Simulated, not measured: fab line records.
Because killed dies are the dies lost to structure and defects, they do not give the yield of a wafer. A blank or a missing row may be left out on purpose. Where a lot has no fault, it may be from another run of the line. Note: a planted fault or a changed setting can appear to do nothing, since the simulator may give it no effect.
Split-lot trial    flow n5_finfet    route with 1938 steps; 7 lots, 21 wafers read

== ON THE SPLIT ==
At N5_HKMG_FIN_COAT_42 (time 60 s, resist thk 35 nm), the setting spin_rpm was moved away from the recipe's 1500 rpm on 7 of the 21 wafers read, by -9.2% to +10.1%. For the rest of the wafers, this setting stayed at what the recipe calls for.

The reading comes from the split's own step.

== THE READING ==
SiARC_of_HKMG_FIN_COAT_42.thk_nm (the simulator's own value, which no gauge read), in nm, at N5_HKMG_FIN_COAT_42 (time 60 s, resist thk 35 nm). The file does not state a usual value for it. The 14 wafers here that ran the recipe average 35.1 nm, standard deviation 0.13 nm.

wafer   tool, chamber at the split  spin_rpm as run, rpm  against the recipe  SiARC_of_HKMG_FIN_COAT_42.thk_nm, nm  against lot-mates on the recipe
L078.4  litho_track-04, 0           1420                  -5.3%               36                                    no lot-mate on the recipe
L078.5  litho_track-04, 0           1420                  -5.3%               36                                    no lot-mate on the recipe
L078.6  litho_track-04, 0           1420                  -5.3%               36                                    no lot-mate on the recipe
L080.1  litho_track-04, 0           1651                  +10.1%              33.4                                  -1.8
L080.2  litho_track-04, 0           1500                  recipe              35.2                                  -
L080.6  litho_track-04, 0           1500                  recipe              35.2                                  -
L081.1  litho_track-04, 0           1500                  recipe              35                                    -
L081.3  litho_track-04, 0           1500                  recipe              35                                    -
L081.5  litho_track-04, 0           1395                  -7.0%               36.4                                  +1.4
L083.1  litho_track-04, 0           1500                  recipe              35.4                                  -
L083.2  litho_track-04, 0           1500                  recipe              35.2                                  -
L083.4  litho_track-04, 0           1500                  recipe              35.2                                  -
L084.2  litho_track-04, 0           1500                  recipe              35                                    -
L084.5  litho_track-04, 0           1500                  recipe              35                                    -
L084.6  litho_track-04, 0           1500                  recipe              35.2                                  -
L088.1  litho_track-02, 0           1362                  -9.2%               36.6                                  +1.6
L088.3  litho_track-02, 0           1362                  -9.2%               36.8                                  +1.8
L088.4  litho_track-02, 0           1500                  recipe              35                                    -
L091.1  litho_track-02, 0           1500                  recipe              35                                    -
L091.4  litho_track-02, 0           1500                  recipe              35                                    -
L091.6  litho_track-02, 0           1500                  recipe              35                                    -

FIT RESULTS
A straight line over all 21 wafers: SiARC_of_HKMG_FIN_COAT_42.thk_nm changes by -0.173 nm for each +1% of spin_rpm; r = -0.99; the points scatter about the line by 0.11 nm.
The same after taking each lot's own level away (the mean of its wafers on the recipe; 18 wafers): -0.185 nm for each +1%; r = -1.00; scatter 0.074 nm.
On that fit, the largest move of spin_rpm shifts the reading by 1.9 nm.
The span of the lots' own levels, 35.00 to 35.27 nm, comes to 2.1 times the standard deviation stated above.
Hence the lot-to-lot level has little effect on the slope; both slopes agree.
Check: for one of the wafers moved furthest among these (+10.1%), held out of the fit, the line's prediction against its lot-mates is -1.89 nm. It came out at -1.8 nm against them.

== THE OTHER SPLITS THESE WAFERS WENT THROUGH ==
Note: prior to the reading, these wafers also went through further splits. Each is held against what the fit with the lots' levels taken away leaves over:
other split on the same wafers             wafers away from the commonest value  r with SiARC_of_HKMG_FIN_COAT_42.thk_nm (lot level and that fit taken away)
N5_ZERO_LAYER_DEVELOP_10 develop_time_s    5                                     +0.10
N5_WELL_APT_COAT_02 spin_rpm               8                                     -0.18
N5_PMOS_HMC_CHANNEL_EPI_PEB_07 peb_temp_c  6                                     -0.07
N5_PMOS_HMC_CHANNEL_EPI_DESCUM_14 time_s   5                                     +0.24
N5_FIN_CUT_COAT_19 spin_rpm                4                                     +0.08
N5_SD_EPI_N_PEB_07 peb_temp_c              9                                     +0.07
N5_SD_EPI_P_PEB_07 peb_time_s              8                                     +0.00

== THE FILE'S OWN FIT ==
SiARC_of_HKMG_FIN_COAT_42.thk_nm changes by -0.185 nm for each +1% of spin_rpm, r = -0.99.
